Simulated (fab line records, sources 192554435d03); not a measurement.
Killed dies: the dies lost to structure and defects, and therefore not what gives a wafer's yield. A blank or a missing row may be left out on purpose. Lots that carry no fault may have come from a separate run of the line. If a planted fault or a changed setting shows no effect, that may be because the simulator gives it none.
Which tool is to blame? | flow n5_finfet | 10 lots, 30 wafers sampled, at 5 steps of a route of 1938

## WHAT THE GAUGES READ, wafer by wafer
N5_BEOL_M4_RC_MEAS_101.
lot  | measured     | on        | DIBL_N (mV/V)
L648 | day 8 06:04  | prober-02 | 34.3 35.2 35.5
L649 | day 8 17:36  | prober-01 | 36.9 34.8 37.4
L651 | day 9 03:20  | prober-01 | 37.1 36.6 36.3
L652 | day 9 18:49  | prober-02 | 38.8 35.9 37.8
L654 | day 10 00:01 | prober-01 | 38.3 35.9 37.5
L655 | day 10 11:13 | prober-01 | 36.3 37.1 36.9
L656 | day 10 18:02 | prober-02 | 36.5 36.8 37.5
L660 | day 11 17:27 | prober-01 | 36.7 36.7 37.4
L663 | day 11 23:09 | prober-02 | 35.3 36.2 36.7
L669 | day 13 13:08 | prober-01 | 35.8 34.8 37.9

## WHICH TOOL RAN EACH LOT (tool, then ch and the chambers of the sampled wafers, then the start)
lot  | N5_BEOL_M3_SURFACE_TREAT_85  | N5_BEOL_M3_ANNEAL_87         | N5_BEOL_M3_DEP_57               | N5_BEOL_M4_COAT_62
L648 | pvd_sputter-02, day 7 13:31  | pvd_sputter-02, day 7 14:34  | pecvd-04 ch 0,2, day 7 16:35    | litho_track-04 ch 0, day 7 17:04
L649 | pvd_sputter-02, day 8 00:35  | pvd_sputter-02, day 8 01:41  | pecvd-04 ch 0,1,2, day 8 03:41  | litho_track-03 ch 0, day 8 04:34
L651 | pvd_sputter-02, day 8 11:56  | pvd_sputter-02, day 8 12:55  | pecvd-04 ch 1,2, day 8 14:55    | litho_track-04 ch 0, day 8 15:47
L652 | pvd_sputter-01, day 8 22:03  | pvd_sputter-02, day 8 23:04  | pecvd-02 ch 0,1,2, day 9 01:08  | litho_track-03 ch 0, day 9 01:35
L654 | pvd_sputter-01, day 9 06:29  | pvd_sputter-03, day 9 07:34  | pecvd-02 ch 0,1,2, day 9 09:35  | litho_track-03 ch 0, day 9 10:46
L655 | pvd_sputter-01, day 9 15:59  | pvd_sputter-03, day 9 17:25  | pecvd-01 ch 1,2, day 9 19:25    | litho_track-03 ch 0, day 9 20:10
L656 | pvd_sputter-01, day 9 20:32  | pvd_sputter-02, day 9 21:37  | pecvd-02 ch 0,1, day 9 23:38    | litho_track-02 ch 0, day 10 02:19
L660 | pvd_sputter-01, day 10 19:38 | pvd_sputter-03, day 10 21:23 | pecvd-04 ch 0,1, day 10 23:23   | litho_track-03 ch 0, day 11 01:21
L663 | pvd_sputter-01, day 11 06:07 | pvd_sputter-02, day 11 07:05 | pecvd-02 ch 0,1,2, day 11 09:07 | litho_track-03 ch 0, day 11 09:32
L669 | pvd_sputter-03, day 12 22:01 | pvd_sputter-01, day 12 23:08 | pecvd-01 ch 1,2, day 13 01:15   | litho_track-02 ch 0, day 13 02:07
- N5_BEOL_M3_SURFACE_TREAT_85
- N5_BEOL_M3_ANNEAL_87: time 240 s.
- N5_BEOL_M3_DEP_57: deposits SiCN from 3MS/NH3, target thk 8 nm, time 14 s.
- N5_BEOL_M4_COAT_62: time 60 s, resist thk 12 nm.

## THE ANSWER, worked out from the rows above alone
Rule: the lots themselves supply what counts as usual. Put in order of their means at a reading, lots are off if they are a third of the lots or fewer, leave a main group of 4 or more, and stand apart from it by a gap of 3 or more times the standard deviation of the main group's means; of several such gaps the widest counts. A main group is skipped when, at the precision printed for the reading in the tables above, its means are all equal. A lot without any number at a reading at which 4 lots or more have one is off too. Where the step has rows for the other lots, those lots are counted as sound.
Nothing can be told from this: no lot is off at any reading shown.

## WHAT THE SIMULATOR HAD PUT IN
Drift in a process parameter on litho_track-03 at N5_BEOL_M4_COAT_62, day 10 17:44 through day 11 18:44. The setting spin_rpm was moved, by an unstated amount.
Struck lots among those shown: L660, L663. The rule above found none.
